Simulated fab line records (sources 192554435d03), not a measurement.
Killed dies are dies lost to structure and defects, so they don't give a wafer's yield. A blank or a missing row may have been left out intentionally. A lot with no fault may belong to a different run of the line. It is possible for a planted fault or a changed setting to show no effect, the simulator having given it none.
Lot-split experiment + flow n5Finfet + 21 wafers read across 7 lots, on a route 1938 steps long

SPLIT DETAILS
At N5_FIN_SAQP_EXPOSE_13 (exposes mask FIN CORE, target cd 35.6 nm), the setting doseMj was moved away from the recipe's 63.25 on 8 of the 21 wafers read, by -6.0% to +6.6%. All remaining wafers had this setting at the recipe value.

FROM THE SPLIT TO THE READING: what the file shows between them, 2 steps
- N5_FIN_SAQP_PEB_14: peb time 60 s
- N5_FIN_SAQP_DEVELOP_15: develop time 30 s

THE READING
At N5_FIN_SAQP_CD_MEAS_16: cdNm in nanometres, against a target cd of 35.6 nm. Fault-free wafers of this fab line usually give 35.58 nm, standard deviation 0.29 nm.

| wafer  | tool, chamber at the split | doseMj as run | against the recipe | cdNm, nm | against lot-mates on the recipe |
|--------|----------------------------|---------------|--------------------|----------|---------------------------------|
| L074.2 | arfiScanner-03, 0          | 60.79         | -3.9%              | 36.71    | +0.99                           |
| L074.3 | arfiScanner-03, 0          | 63.25         | recipe             | 35.53    | -                               |
| L074.5 | arfiScanner-03, 0          | 63.25         | recipe             | 35.90    | -                               |
| L076.1 | arfiScanner-03, 0          | 65.21         | +3.1%              | 35.20    | -0.69                           |
| L076.4 | arfiScanner-03, 0          | 63.25         | recipe             | 35.58    | -                               |
| L076.6 | arfiScanner-03, 0          | 63.25         | recipe             | 36.20    | -                               |
| L077.1 | arfiScanner-02, 0          | 60.72         | -4.0%              | 36.62    | +0.46                           |
| L077.4 | arfiScanner-02, 0          | 60.72         | -4.0%              | 36.62    | +0.46                           |
| L077.6 | arfiScanner-02, 0          | 63.25         | recipe             | 36.16    | -                               |
| L081.3 | arfiScanner-02, 0          | 59.48         | -6.0%              | 37.12    | +1.77                           |
| L081.4 | arfiScanner-02, 0          | 63.25         | recipe             | 35.39    | -                               |
| L081.5 | arfiScanner-02, 0          | 63.25         | recipe             | 35.31    | -                               |
| L092.1 | arfiScanner-02, 0          | 67.4          | +6.6%              | 33.82    | no lot-mate on the recipe       |
| L092.4 | arfiScanner-02, 0          | 67.4          | +6.6%              | 34.16    | no lot-mate on the recipe       |
| L092.6 | arfiScanner-02, 0          | 67.4          | +6.6%              | 34.17    | no lot-mate on the recipe       |
| L094.2 | arfiScanner-02, 0          | 63.25         | recipe             | 36.19    | -                               |
| L094.5 | arfiScanner-02, 0          | 63.25         | recipe             | 35.92    | -                               |
| L094.6 | arfiScanner-02, 0          | 63.25         | recipe             | 35.78    | -                               |
| L097.1 | arfiScanner-02, 0          | 63.25         | recipe             | 35.74    | -                               |
| L097.3 | arfiScanner-02, 0          | 63.25         | recipe             | 35.75    | -                               |
| L097.5 | arfiScanner-02, 0          | 63.25         | recipe             | 36.24    | -                               |

THE FIT
A straight line over all 21 wafers: cdNm changes by -0.245 nm for each +1% of doseMj; r = -0.95; the points scatter about the line by 0.27 nm.
The same after taking each lot's own level away (the mean of its wafers on the recipe; 18 wafers): -0.222 nm for each +1%; r = -0.88; scatter 0.26 nm.
According to that fit, moving doseMj by its largest amount changes the reading by 1.5 nm.
Across the lots, their own levels run from 35.350 to 36.160 nm, a range of 2.8 times the standard deviation given above.
Hence the slope depends on the lot-to-lot level, as the two fits are not the same.
Check: for one of the wafers moved furthest among these (-6.0%), held out of the fit, the line's prediction against its lot-mates is +1.02 nm. Against them it came out at +1.77 nm.

THESE WAFERS: OTHER SPLITS
Note: prior to the reading, these wafers also went through further splits. Each is held against what the fit with the lots' levels taken away leaves over:
| other split on the same wafers      | wafers away from the commonest value | r with cdNm (lot level and that fit taken away) |
|-------------------------------------|--------------------------------------|-------------------------------------------------|
| N5_ZERO_LAYER_PECVD_02 timeS        | 7                                    | +0.13                                           |
| N5_ZERO_LAYER_EXPOSE_08 doseMj      | 5                                    | -0.33                                           |
| N5_WELL_APT_PEB_23 pebTempC         | 8                                    | -0.02                                           |
| N5_WELL_APT_DEVELOP_24 developTimeS | 6                                    | -0.08                                           |
| N5_FIN_SAQP_COAT_50 spinRpm         | 5                                    | +0.26                                           |

THE FILE'S OWN FIT
cdNm changes by -0.241 nm for each +1% of doseMj, r = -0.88.
